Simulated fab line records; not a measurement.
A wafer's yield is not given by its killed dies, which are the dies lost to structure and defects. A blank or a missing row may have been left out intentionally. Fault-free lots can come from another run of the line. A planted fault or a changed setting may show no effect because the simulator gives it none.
Lot-split experiment | flow n5_finfet | route with 1938 steps; 7 lots, 21 wafers read

## SPLIT DETAILS
At N5_BEOL_M10_COAT_63 (time 60 s, resist thk 100 nm), the setting spin_rpm was moved away from the recipe's 1500 rpm on 7 of the 21 wafers read, by -3.5% to +4.5%. This setting was run at the recipe's value on the other wafers.

## FROM THE SPLIT TO THE READING: what the file shows between them, 7 steps
- N5_BEOL_M10_COAT_64: time 60 s, resist thk 30 nm (also split here: spin_rpm)
- N5_BEOL_M10_COAT_22: resist thk 90 nm
- N5_BEOL_M10_EBR_24
- N5_BEOL_M10_DESCUM_33: chemistry O2, time 7.9 s
- N5_BEOL_M10_ETCH_65: etches SiARC in CF4, target depth 39 nm, time 65 s
- N5_BEOL_M10_ETCH_66: etches SOC in N2/H2, target depth 120 nm, overetch 24 nm, time 180 s
- N5_BEOL_M10_STRIP_69: strips in N2/H2

## THE READING
SOC_of_BEOL_M10_COAT_63.thk_nm (the simulator's own value, which no gauge read), in nm, at N5_BEOL_M10_VIA_ETCH_34 (etches SiCOH lowk in C4F6/O2, target depth 184.5 nm, time 69.2 s). No usual value for it is given in the file. The 14 wafers here that ran the recipe average 91.8 nm, standard deviation 0.31 nm.

wafer  | tool, chamber at the split | spin_rpm as run, rpm | against the recipe | SOC_of_BEOL_M10_COAT_63.thk_nm, nm | against lot-mates on the recipe
L074.1 | litho_track-05, 0          | 1500                 | recipe             | 92.4                               | -
L074.3 | litho_track-05, 0          | 1559                 | +3.9%              | 90.4                               | -2.0
L074.6 | litho_track-05, 0          | 1559                 | +3.9%              | 90.8                               | -1.6
L080.1 | litho_track-02, 0          | 1500                 | recipe             | 91.6                               | -
L080.2 | litho_track-02, 0          | 1500                 | recipe             | 92.4                               | -
L080.6 | litho_track-02, 0          | 1500                 | recipe             | 91.8                               | -
L087.2 | litho_track-04, 0          | 1500                 | recipe             | 91.8                               | -
L087.4 | litho_track-04, 0          | 1500                 | recipe             | 92                                 | -
L087.5 | litho_track-04, 0          | 1500                 | recipe             | 91.4                               | -
L090.1 | litho_track-04, 0          | 1500                 | recipe             | 92                                 | -
L090.3 | litho_track-04, 0          | 1500                 | recipe             | 92                                 | -
L090.6 | litho_track-04, 0          | 1500                 | recipe             | 91.6                               | -
L088.2 | litho_track-02, 0          | 1500                 | recipe             | 91.4                               | -
L088.5 | litho_track-02, 0          | 1500                 | recipe             | 91.6                               | -
L088.6 | litho_track-02, 0          | 1447                 | -3.5%              | 93.4                               | +1.9
L095.3 | litho_track-05, 0          | 1500                 | recipe             | 92                                 | -
L095.4 | litho_track-05, 0          | 1565                 | +4.3%              | 89.4                               | -2.6
L095.6 | litho_track-05, 0          | 1565                 | +4.3%              | 89.6                               | -2.4
L093.1 | litho_track-05, 0          | 1568                 | +4.5%              | 89.8                               | -1.8
L093.4 | litho_track-05, 0          | 1500                 | recipe             | 91.6                               | -
L093.6 | litho_track-05, 0          | 1568                 | +4.5%              | 89.4                               | -2.2

THE FIT
A straight line over all 21 wafers: SOC_of_BEOL_M10_COAT_63.thk_nm changes by -0.456 nm for each +1% of spin_rpm; r = -0.94; the points scatter about the line by 0.36 nm.
The same after taking each lot's own level away (the mean of its wafers on the recipe; 21 wafers): -0.5 nm for each +1%; r = -0.98; scatter 0.26 nm.
The reading moves by 2.3 nm for the largest change in spin_rpm, on that fit.
Across the lots, their own levels run from 91.50 to 92.40 nm, a range of 2.9 times the standard deviation given above.
Hence the lot-to-lot level has little effect on the slope; both slopes agree.
Check: for one of the wafers moved furthest among these (+4.5%), held out of the fit, the line's prediction against its lot-mates is -2.34 nm. Against them it came out at -1.8 nm.

## THESE WAFERS: OTHER SPLITS
These wafers also went through other splits before the reading. Each is held against what the fit with the lots' levels taken away leaves over:
other split on the same wafers   | wafers away from the commonest value | r with SOC_of_BEOL_M10_COAT_63.thk_nm (lot level and that fit taken away)
N5_BEOL_M7_DESCUM_33 time_s      | 6                                    | +0.02
N5_BEOL_M7_TRENCH_ETCH_37 bias_w | 7                                    | +0.06
N5_BEOL_M8_EXPOSE_25 dose_mj     | 4                                    | +0.55
N5_BEOL_M9_TRENCH_ETCH_37 bias_w | 3                                    | +0.06
N5_BEOL_M10_COAT_64 spin_rpm     | 7                                    | +0.13

## THE WHOLE CHAIN: every reading that the file lists as answering this split, in the file's order
step                    | what it does                                                         | reading                                                                         | change (the file's fit)               | r (the file's)
N5_BEOL_M10_COAT_63     | time 60 s, resist thk 100 nm                                         | SOC_of_BEOL_M10_COAT_63.thk_nm (the simulator's own value, which no gauge read) | -0.462 nm for each +1% of the setting | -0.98
N5_BEOL_M10_ETCH_66     | etches SOC in N2/H2, target depth 120 nm, overetch 24 nm, time 180 s | etch.depth_nm (the simulator's own value, which no gauge read)                  | -0.464 nm for each +1% of the setting | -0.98
N5_BEOL_M10_VIA_ETCH_34 | etches SiCOH lowk in C4F6/O2, target depth 184.5 nm, time 69.2 s     | SOC_of_BEOL_M10_COAT_63.thk_nm (the simulator's own value, which no gauge read) | -0.501 nm for each +1% of the setting | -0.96

## THE FILE'S OWN FIT
SOC_of_BEOL_M10_COAT_63.thk_nm changes by -0.501 nm for each +1% of spin_rpm, r = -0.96.
